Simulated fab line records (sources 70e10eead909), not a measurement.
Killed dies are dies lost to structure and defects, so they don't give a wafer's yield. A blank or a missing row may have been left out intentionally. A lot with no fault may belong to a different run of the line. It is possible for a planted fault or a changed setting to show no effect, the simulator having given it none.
Which tool did it? | flow nandHarc | Sampling: 11 lots, 33 wafers, 5 of 1302 route steps

## WHAT EACH GAUGE READ, for each wafer
NHARC_END_SORT_01.
lot  | measured     | on        | killedAtArray
L971 | day 26 10:02 | prober-02 | 84 76 82
L972 | day 27 06:02 | prober-02 | 61 96 96
L978 | day 30 08:47 | prober-02 | 69 69 77

## EACH LOT AND THE TOOL THAT RAN IT (in order: tool; ch and the chambers of the sampled wafers; start)
lot  | NHARC_A_SGD_CUT_CMP_21        | NHARC_A_SLIT_EXPOSE_06            | NHARC_A_SLIT_DESCUM_14            | NHARC_A_SLIT_ETCH_15
L966 | cmp-02 ch 0,1,2, day 19 15:50 | arfiScanner-02 ch 0, day 19 21:10 | rieDiel-10 ch 0,3, day 19 21:29   | rieDiel-10 ch 0,2,3, no start
L969 | cmp-02 ch 1,2,3, day 20 15:42 | arfiScanner-02 ch 0, day 20 21:06 | rieDiel-09 ch 1,2,3, day 20 21:26 | rieDiel-09 ch 1,2,3, no start
L970 | cmp-01 ch 1,2, day 20 21:50   | arfiScanner-01 ch 0, day 21 03:20 | rieDiel-09 ch 0,2, day 21 03:40   | rieDiel-09 ch 0,1, no start
L971 | cmp-01 ch 2,3, day 21 11:00   | arfiScanner-02 ch 0, day 21 16:40 | rieDiel-09 ch 0,1,2, day 21 17:01 | rieDiel-10 ch 0,3, day 21 17:11
L972 | cmp-01 ch 0,1, day 21 22:37   | arfiScanner-03 ch 0, day 22 05:21 | rieDiel-10 ch 0,1,2, day 22 05:41 | rieDiel-10 ch 0,2,3, day 27 06:02 or earlier
L974 | cmp-03 ch 0,1,3, day 22 21:50 | arfiScanner-03 ch 0, day 23 03:07 | rieDiel-10 ch 1,2,3, day 23 03:26 | rieDiel-10 ch 2,3, no start
L975 | cmp-03 ch 0,1,2, day 23 22:11 | arfiScanner-03 ch 0, day 24 05:18 | rieDiel-05 ch 0,3, day 24 05:37   | rieDiel-05 ch 1,2,3, no start
L978 | cmp-02 ch 1,2, day 25 07:18   | arfiScanner-02 ch 0, day 25 12:44 | rieDiel-10 ch 0,3, day 25 13:04   | rieDiel-10 ch 0,1, day 30 08:47 or earlier
L982 | cmp-03 ch 0,3, day 26 06:36   | arfiScanner-02 ch 0, day 26 12:05 | rieDiel-09 ch 0,1,2, day 26 12:24 | rieDiel-09 ch 0,1,2, no start
L986 | cmp-01 ch 1,2, day 27 20:50   | arfiScanner-02 ch 0, day 28 04:13 | rieDiel-05 ch 0,1,2, day 28 04:33 | rieDiel-05 ch 0,1,2, no start
L989 | cmp-02 ch 2,3, day 29 01:58   | arfiScanner-02 ch 0, day 29 11:04 | rieDiel-09 ch 0,1,2, day 29 11:24 | rieDiel-09 ch 0,1,2, no start
- NHARC_A_SGD_CUT_CMP_21: polishes, target thk 148.19 nm.
- NHARC_A_SLIT_EXPOSE_06: exposes mask SLIT.
- NHARC_A_SLIT_DESCUM_14: chemistry O2, time 3 s.
- NHARC_A_SLIT_ETCH_15: etches the open film in O2/COS, target depth 6200 nm, time 1612 s.

## THE ANSWER, worked out from the rows above alone
Rule: what is usual is taken from the lots themselves. The widest of any qualifying gaps counts: lots, ordered by their means at a reading, are off when they make up no more than a third of the lots, leave a main group of 4 or more, and stand apart from it by 3 or more times the standard deviation of that group's means. Not used: any main group whose means are identical at the precision the tables above print for the reading. A lot without any number at a reading at which 4 lots or more have one is off too. Any other lot the step has rows for is counted as sound.
Nothing can be told from this: no lot is off at any reading shown.

## WHAT THE SIMULATOR PUT IN
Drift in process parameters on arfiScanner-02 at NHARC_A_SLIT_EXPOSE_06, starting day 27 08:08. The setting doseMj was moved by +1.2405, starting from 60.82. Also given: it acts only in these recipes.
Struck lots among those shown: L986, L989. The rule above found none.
